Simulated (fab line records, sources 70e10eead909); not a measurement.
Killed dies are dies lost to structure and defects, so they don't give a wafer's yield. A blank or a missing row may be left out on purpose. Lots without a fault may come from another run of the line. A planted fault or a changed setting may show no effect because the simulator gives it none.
fab line records | flow nand_harc | part 2 of 2: steps 24 to 33 of 33
record lots=5 wafers=15 last_day=23
route steps=1159 shown A_STAIRCASE@668
lots that met no fault: from a run of the same line without faults
start_h: hours from the record's first day to the start of the lot's first wafer shown | wait_h: hours since the lot's step before | " the same as in the row above | L1.1+2: a row that stands for several wafers | - no value, or no start given | * or withheld: withheld | < > ~ a bound
route shown NAME@n: a module of which the file shows steps, and the number in the route of the first | usual: mean/standard deviation of fault-free wafers | same: alike in all rows | chamber/n: place in a boat | sites: the reading at each site | _std_site: their standard deviation | _edge_site: outer sites' mean less inner sites' | radius_mm: how far each site lies from the wafer's centre | mask NAME#n: copy n | behind: the tool/chamber that last shaped the wafer | hold: why the lot was held/for how many hours/how that ended | device: the transistor (n, p or np) that didn't switch | end of line: the same wafers' tests at the end of the route | a step without rows: its recipe alone | killed: dies lost to structure and defects at the first sort, not the wafer's yield | map: a wafer's dies, x killed, . not, _ none there
set.NAME: the setting as run; set.NAME@STEP: as run at that earlier step | model.NAME: the simulator's own value behind a step, which no gauge read
lots at some steps of the route; a table a step, a row a wafer
services: from which hour (start_h, from the record's first day; less than 0 if before it) a tool's chamber was out of use, for how many hours, and why
## steps
# step NHARC_A_STAIRCASE_STRIP_316
# recipe o2_flow_sccm=500 ar_flow_sccm=0 bias_w=0 chemistry=O2
# usual drypump_motor_current_A=5.8/0.4 oes_product_au=1.000/0.012 rf_vpp_V=57.7/0.92 showerhead_plenum_p_Torr=3.50/0.14 throttle_valve_pct=17.036/0.0083
# columns lot.wafer tool chamber start_h wait_h drypump_motor_current_A oes_product_au rf_hours_counter_h rf_vpp_V showerhead_plenum_p_Torr throttle_valve_pct
L079.4 rie_diel-13 2 - - 5.8 0.988 0 56.6 3.46 17.017
L079.6 " 3 " " 5.4 0.988 - 56.7 3.77 17.041
L079.5 " 0 " " 5.3 0.992 - 56.1 3.35 17.047
L082.3 rie_diel-02 3 - - 5.4 1.009 54 57.4 3.66 17.030
L082.2 " 1 " " 5.5 0.983 52 57.1 3.43 17.040
L082.5 " 3 " " 5.4 1.022 - 58.8 3.66 17.036
L081.4 rie_diel-02 3 - - 5.4 1.018 55 57.0 3.66 17.049
L081.1 " 0 " " 5.5 1.008 54 56.7 3.48 17.040
L081.3 " 1 " " 5.5 0.976 52 58.5 3.43 17.028
L089.3 rie_diel-04 0 - - 5.8 0.999 24 57.1 3.31 17.030
L089.2 " 2 " " 6.3 1.001 20 60.1 3.80 17.044
L089.4 " 3 " " 6.2 1.003 25 58.0 3.36 17.037
L092.2 rie_diel-04 2 - - 6.3 0.984 24 58.0 3.79 17.041
L092.3 " 3 " " 6.2 0.993 27 58.1 3.36 17.032
L092.4 " 0 " " 5.8 0.984 27 57.4 3.30 17.038
# step NHARC_A_STAIRCASE_STRIP_317
# recipe time_s=900 temp_c=130 chemistry=SPM
# columns lot.wafer tool chamber start_h wait_h
L079.6+4+5 wet_bench-01 6,7,0 287.49 -
L082.2+5+3 wet_bench-06 1,2,3 304.19 -
L081.1+3+4 wet_bench-01 1,3,6 306.68 -
L089.2+4+3 wet_bench-03 0,3,5 355.66 -
L092.3+2+4 wet_bench-06 1,4,6 362.51 -
# step NHARC_A_STAIRCASE_PRECLEAN_318
# recipe time_s=* temp_c=50 bath_age_min=0 chemistry=SC1
# usual h2o2_flow_mL_min=56.62/0.18
# columns lot.wafer tool chamber start_h wait_h h2o2_flow_mL_min
L079.6 wet_bench-01 6 - - 56.82
L079.4 " 7 " " 56.74
L079.5 " 0 " " 56.58
L082.2 wet_bench-06 1 - - 56.49
L082.5 " 2 " " 56.54
L082.3 " 3 " " 56.97
L081.1 wet_bench-01 1 - - 56.61
L081.3 " 3 " " 56.64
L081.4 " 6 " " 56.58
L089.2 wet_bench-03 0 - - 56.37
L089.4 " 3 " " 56.44
L089.3 " 5 " " 56.37
L092.3 wet_bench-06 1 - - 56.30
L092.2 " 4 " " 56.67
L092.4 " 6 " " 56.26
# step NHARC_A_STAIRCASE_SRD_329
# columns lot.wafer tool chamber start_h wait_h
L079.6+4+5 wet_bench-01 6,7,0 - -
L082.2+5+3 wet_bench-06 1,2,3 - -
L081.1+3+4 wet_bench-01 1,3,6 - -
L089.2+4+3 wet_bench-03 0,3,5 - -
L092.3+2+4 wet_bench-06 1,4,6 - -
# step NHARC_A_STAIRCASE_ALD_415
# recipe target_thk_a=300 pulse_time_s=6 ald_cycles=300 temp_c=300 material=SiO2
# usual heater_power_w=458/34 precursor_pulse_height_rel=1.002/0.016
# columns lot.wafer tool chamber start_h wait_h heater_power_w precursor_pulse_height_rel
L079.4 ald_hk-01 3 289.67 1.7 493 0.994
L079.5 " 0 " " 466 0.990
L079.6 " 1 " " 448 0.996
L082.2 ald_hk-03 3 304.99 0.3 504 1.006
L082.3 " 1 " " 422 0.980
L082.5 " 2 " " 447 0.986
L081.3 ald_hk-01 0 307.45 0.3 464 1.027
L081.4 " 1 " " 458 1.006
L081.1 " 2 " " 431 1.010
L089.2 ald_hk-01 3 356.18 0.1 487 0.978
L089.4 " 1 " " 436 0.973
L089.3 " 2 " " 427 0.983
L092.2 ald_hk-02 2 363.36 0.4 434 0.987
L092.3 " 3 " " 406 1.028
L092.4 " 1 " " 501 1.008
# step NHARC_A_STAIRCASE_ETCHBACK_416
# recipe target_depth_a=360 time_s=7.2 c4f8_flow_sccm=withheld o2_flow_sccm=8 ar_flow_sccm=withheld rf_w=600 bias_w=800 chemistry=C4F8/O2/Ar
# usual oes_product_au=0.94/0.033 rf_vpp_V=723/4.1
# columns lot.wafer tool chamber start_h wait_h oes_product_au rf_hours_counter_h rf_vpp_V
L079.4 rie_diel-02 1 - - 0.91 44 721
L079.6 " 2 " " 0.94 - 722
L079.5 " 3 " " 0.94 - 726
L082.3 rie_diel-04 2 - - 1.00 3 732
L082.2 " 3 " " 1.01 4 719
L082.5 " 1 " " 1.01 - 723
L081.4 rie_diel-04 1 - - 1.02 3 723
L081.3 " 2 " " 1.00 3 733
L081.1 " 3 " " 0.99 4 720
L089.3 rie_diel-04 0 - - 0.91 26 716
L089.2 " 1 " " 0.94 26 723
L089.4 " 2 " " 0.92 22 730
L092.2 rie_diel-04 0 - - 0.92 27 716
L092.3 " 1 " " 0.95 28 724
L092.4 " 0 " " 0.91 - 717
# step NHARC_A_STAIRCASE_STRIP_476
# recipe time_s=20 o2_flow_sccm=500 ar_flow_sccm=0 bias_w=0 chemistry=O2
# usual drypump_motor_current_A=5.8/0.41 oes_product_au=1.000/0.013 rf_vpp_V=57.8/0.88 showerhead_plenum_p_Torr=3.51/0.14 throttle_valve_pct=17.037/0.0088
# columns lot.wafer tool chamber start_h wait_h drypump_motor_current_A oes_product_au rf_hours_counter_h rf_vpp_V showerhead_plenum_p_Torr throttle_valve_pct
L079.4 rie_diel-02 0 291.18 0.1 5.5 0.999 48 57.0 3.48 17.011
L079.5 " 2 " " 6.1 1.006 - 57.7 3.51 17.041
L079.6 " 3 " " 5.4 1.015 - 58.2 3.66 17.041
L082.2 rie_diel-04 2 306.93 0.1 6.3 0.991 3 58.2 3.81 17.033
L082.3 " 3 " " 6.1 1.004 4 56.4 3.37 17.035
L082.5 " 0 " " 5.8 0.998 - 57.0 3.32 17.047
L081.4 rie_diel-04 0 309.40 0.1 5.8 1.001 4 57.0 3.32 17.036
L081.1 " 1 " " 6.5 1.024 3 58.0 3.53 17.043
L081.3 " 2 " " 6.3 0.993 3 57.1 3.81 17.038
L089.4 rie_diel-04 3 358.53 0.1 6.1 0.996 26 57.8 3.36 17.046
L089.3 " 1 " " 6.6 1.020 26 58.4 3.52 17.040
L089.2 " 2 " " 6.3 1.006 22 58.8 3.80 17.042
L092.2 rie_diel-04 1 365.55 0.1 6.6 1.020 28 57.9 3.52 17.029
L092.3 " 2 " " 6.3 0.995 24 57.5 3.79 17.025
L092.4 " 0 " " 5.8 0.990 - 56.5 3.30 17.052
# step NHARC_A_STAIRCASE_DEP_417
# recipe target_thk_a=600 step_coverage_pct=20 temp_c=400 target_thk_nm=60 flow_sccm=200 rf_w=450 material=Si3N4
# usual heater_power_w=711/110
# columns lot.wafer tool chamber start_h wait_h heater_power_w
L079.5 pecvd-04 2 291.42 - 620
L079.4 " 0 " " 774
L079.6 " 1 " " 748
L082.2 pecvd-03 2 307.07 - 729
L082.3 " 0 " " 933
L082.5 " 1 " " 647
L081.1 pecvd-01 0 309.50 - 744
L081.3 " 1 " " 597
L081.4 " 2 " " 531
L089.2 pecvd-04 2 358.63 - 592
L089.3 " 1 " " 729
L089.4 " 1 " " 742
L092.2 pecvd-01 0 365.65 - 777
L092.3 " 1 " " 669
L092.4 " 0 " " 779
# step NHARC_A_STAIRCASE_WET_418
# recipe temp_c=160 target_depth_a=200 chemistry=H3PO4
# columns lot.wafer tool chamber start_h wait_h
L079.4+5+6 wet_h3po4-02 0 294.35 -
L081.1+3+4 wet_h3po4-02 0 310.07 -
L082.2+3+5 wet_h3po4-02 0 310.07 -
L089.2+3+4 wet_h3po4-01 1 361.69 -
L092.2+3+4 wet_h3po4-01 0 366.45 -
# step NHARC_A_STAIRCASE_PRECLEAN_419
# recipe time_s=* temp_c=50 bath_age_min=0 chemistry=SC1
# usual h2o2_flow_mL_min=56.58/0.17
# columns lot.wafer tool chamber start_h wait_h h2o2_flow_mL_min
L079.5 wet_bench-06 3 294.92 0.0 56.35
L079.4 " 5 " " 56.39
L079.6 " 7 " " 56.60
L082.5 wet_bench-03 5 310.73 0.1 56.72
L082.2 " 6 " " 56.57
L082.3 " 7 " " 56.41
L081.3 wet_bench-03 5 310.76 0.1 56.70
L081.1 " 6 " " 56.45
L081.4 " 0 " " 56.54
L089.3 wet_bench-06 3 362.27 0.0 56.65
L089.4 " 4 " " 56.09
L089.2 " 5 " " 56.47
L092.4 wet_bench-03 1 367.02 0.0 56.44
L092.2 " 4 " " 56.46
L092.3 " 5 " " 56.76
## services
# columns tool chamber start_h hours kind
wet_bench-03 - 270.45 4.0 repair
ald_hk-02 - 271.67 0.5 repair
wet_h3po4-01 - 272.02 8.0 pm
rie_diel-13 - 276.00 9.0 pm
krf_scanner-01 - 286.66 1.0 repair
rie_diel-04 - 290.00 9.0 pm
pecvd-03 - 292.08 13.0 pm
acl_dep-01 - 293.62 13.0 pm
krf_scanner-04 - 298.00 4.0 pm
krf_scanner-02 - 302.32 0.9 repair
wet_bench-06 - 305.60 8.0 pm
pecvd-04 - 308.46 0.4 repair
wet_bench-01 - 309.95 11.9 repair
ald_hk-03 - 322.18 10.0 pm
wet_bench-03 - 322.40 8.0 pm
rie_diel-02 - 327.98 9.0 pm
rie_diel-04 2 328.79 7.2 repair
wet_h3po4-02 - 338.65 1.4 repair
litho_track-02 - 340.00 7.0 pm
acl_dep-02 - 349.60 13.0 pm
wet_h3po4-02 - 356.00 8.0 pm
wet_bench-01 - 361.00 2.3 repair
litho_track-07 - 364.00 7.0 pm
rie_diel-04 3 365.31 26.3 repair
